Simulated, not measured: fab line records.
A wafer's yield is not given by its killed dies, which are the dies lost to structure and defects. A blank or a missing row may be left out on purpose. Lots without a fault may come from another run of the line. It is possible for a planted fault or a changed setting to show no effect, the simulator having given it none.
Struck lot and sound lot, side by side | flow nand harc | 39 steps out of a route of 1302
Sound: the wafers L831.1, L831.2, L831.3. The struck wafers were L850.3, L850.5, L850.6. Last of all comes the cause.
Order at every step that has rows: each side's tool, ch and its chambers, its first start. Under that, the readings that differ: sound wafers | struck wafers | difference of the means | sigmas: that difference in standard deviations of wafers without a fault.
alike: a reading whose means differ by less than 2 such deviations, as well as words and numbers matching on both sides. not compared: withheld readings; readings where some wafer has no value; bounds like >300 that might hide an equal value; numbers whose values overlap and for which the record gives no deviation.
Wherever a step has rows on one side only, a row that says differs or no value, or a row with sigmas, the two part there. Numbers that don't overlap but have no deviation are shown without sigmas and don't part them. A reading missing from all wafers of one side parts the sides only when that side holds two or more wafers.

NHARC_A_STAIRCASE_TRIM_189: chemistry O2, time 211.2 s.
  sound: rie diel-13 ch 0,2,3; struck: rie diel-04 ch 0,1,2
  alike: drypump motor current A, oes product au, rf vpp V, showerhead plenum p Torr, throttle valve pct
  not compared: rf hours counter h
then, 5 steps without rows for these wafers: NHARC_A_STAIRCASE_ETCH_190 (etches the open film in C4F8/O2, target depth 100 nm, time 40.5 s); NHARC_A_STAIRCASE_TRIM_191 (chemistry O2, time 211.2 s); NHARC_A_STAIRCASE_ETCH_192 (etches the open film in C4F8/O2, target depth 100 nm, time 40.5 s); NHARC_A_STAIRCASE_TRIM_193 (chemistry O2, time 211.2 s); NHARC_A_STAIRCASE_ETCH_194 (etches the open film in C4F8/O2, target depth 100 nm, time 40.5 s).
NHARC_A_STAIRCASE_TRIM_196: chemistry O2, time 211.2 s.
  sound on rie diel-10 ch 0,2,3, day 16 19:31; struck on rie diel-10 ch 2,3, day 23 18:04
  alike: drypump motor current A, oes product au, rf vpp V, showerhead plenum p Torr, throttle valve pct
  not compared: rf hours counter h
then, 4 steps without rows for these wafers: NHARC_A_STAIRCASE_ETCH_197 (etches the open film in C4F8/O2, target depth 100 nm, time 40.5 s); NHARC_A_STAIRCASE_TRIM_198 (chemistry O2, time 211.2 s); NHARC_A_STAIRCASE_ETCH_199 (etches the open film in C4F8/O2, target depth 100 nm, time 40.5 s); NHARC_A_STAIRCASE_TRIM_200 (chemistry O2, time 211.2 s).
NHARC_A_STAIRCASE_ETCH_201: etches the open film in C4F8/O2, target depth 100 nm, time 40.5 s.
  sound on rie diel-10 ch 0,2,3, day 16 20:11; struck on rie diel-10 ch 0,1,2, day 23 18:43
  alike: oes product au, rf vpp V
  not compared: rf hours counter h
NHARC_A_STAIRCASE_TRIM_202: chemistry O2, time 211.2 s.
  sound: rie diel-10 ch 1,2,3; struck: rie diel-10 ch 1,2
  alike: drypump motor current A, oes product au, rf vpp V, showerhead plenum p Torr, throttle valve pct
  not compared: rf hours counter h
then, 1 step without rows for these wafers: NHARC_A_STAIRCASE_ETCH_203 (etches the open film in C4F8/O2, target depth 100 nm, time 40.5 s).
NHARC_A_STAIRCASE_STRIP_205: strips in O2.
  sound on plasma asher-02 ch 0,1, day 16 20:35; struck on plasma asher-01 ch 0,1, day 23 19:15
  alike: drypump motor current A, heater power w
  not compared: rf hours counter h
then, 21 steps without rows for these wafers: NHARC_A_STAIRCASE_STRIP_206 (strips in SPM, time 900 s); NHARC_A_STAIRCASE_PRECLEAN_207 (cleans in SC1); NHARC_A_STAIRCASE_SRD_208; NHARC_A_STAIRCASE_DEHYDRATE_209 (time 120 s); NHARC_A_STAIRCASE_HMDS_210 (time 30 s); NHARC_A_STAIRCASE_COAT_211; NHARC_A_STAIRCASE_SOFTBAKE_212 (time 170 s); NHARC_A_STAIRCASE_EBR_213; NHARC_A_STAIRCASE_EXPOSE_214 (exposes mask STAIR 3); NHARC_A_STAIRCASE_PEB_215 (peb time 130 s); NHARC_A_STAIRCASE_DEVELOP_216 (time 140 s); NHARC_A_STAIRCASE_HARDBAKE_218 (time 140 s); NHARC_A_STAIRCASE_DESCUM_219 (chemistry O2, time 3 s); NHARC_A_STAIRCASE_TRIM_220 (chemistry O2, time 211.2 s); NHARC_A_STAIRCASE_ETCH_221 (etches the open film in C4F8/O2, target depth 100 nm, time 40.5 s); NHARC_A_STAIRCASE_TRIM_222 (chemistry O2, time 211.2 s); NHARC_A_STAIRCASE_ETCH_223 (etches the open film in C4F8/O2, target depth 100 nm, time 40.5 s); NHARC_A_STAIRCASE_TRIM_224 (chemistry O2, time 211.2 s); NHARC_A_STAIRCASE_ETCH_225 (etches the open film in C4F8/O2, target depth 100 nm, time 40.5 s); NHARC_A_STAIRCASE_TRIM_226 (chemistry O2, time 211.2 s); NHARC_A_STAIRCASE_ETCH_227 (etches the open film in C4F8/O2, target depth 100 nm, time 40.5 s).
NHARC_A_STAIRCASE_TRIM_229: chemistry O2, time 211.2 s.
  sound on rie diel-04 ch 0,1,2, day 16 23:31; struck on rie diel-04 ch 0,2,3, day 23 22:08
  alike: drypump motor current A, oes product au, rf vpp V, showerhead plenum p Torr, throttle valve pct
  not compared: rf hours counter h
then, 1 step without rows for these wafers: NHARC_A_STAIRCASE_ETCH_230 (etches the open film in C4F8/O2, target depth 100 nm, time 40.5 s).
-- the record jumps here: 8 days lie between the struck wafers' starts before and after (it left off in module A_STAIRCASE and takes up again in module END, whose first step shown is number 1302 of the route) --
NHARC_END_SORT_01:
  only the struck wafers appear in the record here, on prober-01 ch 0 at day 32 09:04; the sound ones have no rows

== WHERE THEY PART ==
NHARC_END_SORT_01 only, going by this record.

WHY: whatever the simulator had introduced
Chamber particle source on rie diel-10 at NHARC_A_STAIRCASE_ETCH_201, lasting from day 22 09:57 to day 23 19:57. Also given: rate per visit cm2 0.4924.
